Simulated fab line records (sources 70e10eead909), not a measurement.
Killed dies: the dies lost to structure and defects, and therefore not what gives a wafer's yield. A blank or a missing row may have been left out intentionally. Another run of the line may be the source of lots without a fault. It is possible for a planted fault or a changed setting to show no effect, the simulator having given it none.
The tool behind it: which one?	flow nand_harc	7 lots with 21 wafers sampled at 4 steps, on a route of 1159 steps

== WHAT EACH GAUGE READ, for each wafer ==
NHARC_END_SORT_01.
lot	measured	on	killed_at_array
L216	day 23 23:20	prober-01	32 97 32

== WHAT TOOL EACH LOT RAN ON (gives the tool, then ch and the chambers of the sampled wafers, and finally the start) ==
lot	NHARC_A_CONTACT_ETCH_49	NHARC_A_BONDPAD_PRE_CLEAN_26	NHARC_THIN_TSV_STRIP_62
L201	rie_diel-08 ch 2,3, day 16 12:55	pvd_sputter-01, day 19 01:56 or earlier	plasma_asher-01 ch 0,1, day 19 01:56
L203	rie_diel-06 ch 0,2,3, day 17 05:10	pvd_sputter-01, day 19 16:43 or earlier	plasma_asher-02 ch 0,1, day 19 16:43
L205	rie_diel-06 ch 1,2,3, day 18 02:57	pvd_sputter-02, day 21 01:34 or earlier	plasma_asher-01 ch 0,1, day 21 01:34
L208	rie_diel-08 ch 1,2,3, day 18 17:09	pvd_sputter-01, day 21 02:39 or earlier	plasma_asher-02 ch 0,1, day 21 02:39
L207	rie_diel-06 ch 0,2,3, day 19 07:59	pvd_sputter-03, day 21 14:30 or earlier	plasma_asher-02 ch 0,1, day 21 14:30
L211	rie_diel-03 ch 0,2,3, day 19 16:38	pvd_sputter-02, day 22 03:24 or earlier	plasma_asher-01 ch 0,1, day 22 03:24
L216	rie_diel-06 ch 0,2,3, day 21 02:13	pvd_sputter-02, day 23 11:20 or earlier	plasma_asher-01 ch 0,1, day 23 11:20
- NHARC_A_CONTACT_ETCH_49: etches the open film in N2/H2, target depth 260 nm, time 475.3 s.
- NHARC_A_BONDPAD_PRE_CLEAN_26: time 30 s.
- NHARC_THIN_TSV_STRIP_62: strips in N2/H2, time 20 s.

== THE ANSWER, worked out from the rows above alone ==
Rule: usual is defined by the lots themselves. Put in order of their means at a reading, lots are off if they are a third of the lots or fewer, leave a main group of 4 or more, and stand apart from it by a gap of 3 or more times the standard deviation of the main group's means; of several such gaps the widest counts. A main group whose means are all the same, to the digits that the tables above print for the reading, isn't used. Also off: a lot with no number at a reading for which 4 or more lots have one. The other lots that the step has rows for count as sound.
Nothing can be told from this: no lot is off at any reading shown.

== WHAT HAD BEEN PUT IN BY THE SIMULATOR ==
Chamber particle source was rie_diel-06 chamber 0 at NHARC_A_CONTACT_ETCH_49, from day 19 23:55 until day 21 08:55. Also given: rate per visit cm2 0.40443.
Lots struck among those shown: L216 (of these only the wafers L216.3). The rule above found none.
